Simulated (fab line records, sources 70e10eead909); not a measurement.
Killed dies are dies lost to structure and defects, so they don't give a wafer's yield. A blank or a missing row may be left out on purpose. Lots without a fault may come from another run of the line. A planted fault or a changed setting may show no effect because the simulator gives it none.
Chamber matching | flow nand_harc | NHARC_P_ZERO_WELL_DESCUM_26 on rie_diel-08: 4 sister chambers
The step chemistry O2, time 3 s. 16 wafers are shown with their chamber, then 8 later ones without.

WAFERS WITH THEIR CHAMBER
wafer  | chamber | showerhead_plenum_p_Torr (Torr) | drypump_motor_current_A (A) | oes_product_au (a.u.)
L076.1 | 2       | 2.01                            | 5.9                         | 0.997
L076.3 | 1       | 1.88                            | 5.4                         | 1.021
L076.4 | 3       | 2.03                            | 6.4                         | 1.002
L078.2 | 1       | 1.88                            | 5.5                         | 1.017
L078.3 | 0       | 1.81                            | 5.8                         | 1.005
L078.4 | 2       | 2.00                            | 5.9                         | 0.993
L081.3 | 0       | 1.81                            | 5.8                         | 1.006
L081.5 | 3       | 2.03                            | 6.3                         | 1.012
L081.6 | 2       | 2.00                            | 5.9                         | 0.997
L082.1 | 3       | 2.03                            | 6.4                         | 0.997
L082.4 | 2       | 2.00                            | 5.9                         | 0.992
L082.6 | 2       | 2.00                            | 5.9                         | 0.992
L084.1 | 3       | 2.02                            | 6.3                         | 0.994
L084.2 | 2       | 1.99                            | 5.9                         | 0.993
L084.6 | 1       | 1.87                            | 5.4                         | 1.010
L087.1 | 3       | 2.02                            | 6.3                         | 0.998

SIGNATURES (means of the wafers above)
reading                  | chamber 0 | chamber 1 | chamber 2 | chamber 3 | scatter within a chamber
showerhead_plenum_p_Torr | 1.8100    | 1.8767    | 2.0000    | 2.0260    | 0.00568
drypump_motor_current_A  | 5.800     | 5.433     | 5.900     | 6.340     | 0.0394
oes_product_au           | 1.00550   | 1.01600   | 0.99400   | 1.00060   | 0.00488
Rule: a wafer's distance from a chamber is the root of the sum, over the readings, of the square of ((its reading less the chamber's mean) divided by the reading's scatter). The wafer belongs to the nearest chamber; if the next one is less than 2 further off, it can't be placed. The scatter: the root of (the sum of the squares of (reading less its chamber's mean) over the shown wafers, divided by (wafers less chambers)).

WAFERS WITHOUT THEIR CHAMBER
wafer  | showerhead_plenum_p_Torr (Torr) | drypump_motor_current_A (A) | oes_product_au (a.u.)
L087.5 | 1.80                            | 5.8                         | 1.003
L087.6 | 1.87                            | 5.4                         | 1.016
L092.2 | 1.87                            | 5.4                         | 1.013
L092.3 | 2.01                            | 6.4                         | 1.001
L092.5 | 1.99                            | 5.9                         | 0.988
L093.2 | 1.99                            | 5.9                         | 0.985
L093.4 | 1.87                            | 5.5                         | 1.009
L093.5 | 1.99                            | 5.9                         | 0.977

WHICH CHAMBER EACH WENT THROUGH
wafer  | from the rows above | in truth
L087.5 | 0                   | 0
L087.6 | 1                   | 1
L092.2 | 1                   | 1
L092.3 | 3                   | 3
L092.5 | 2                   | 2
L093.2 | 2                   | 2
L093.4 | 1                   | 1
L093.5 | 2                   | 2
Placed correctly: 8 of 8. Can't be placed from these rows: 0. Placed wrongly: 0.
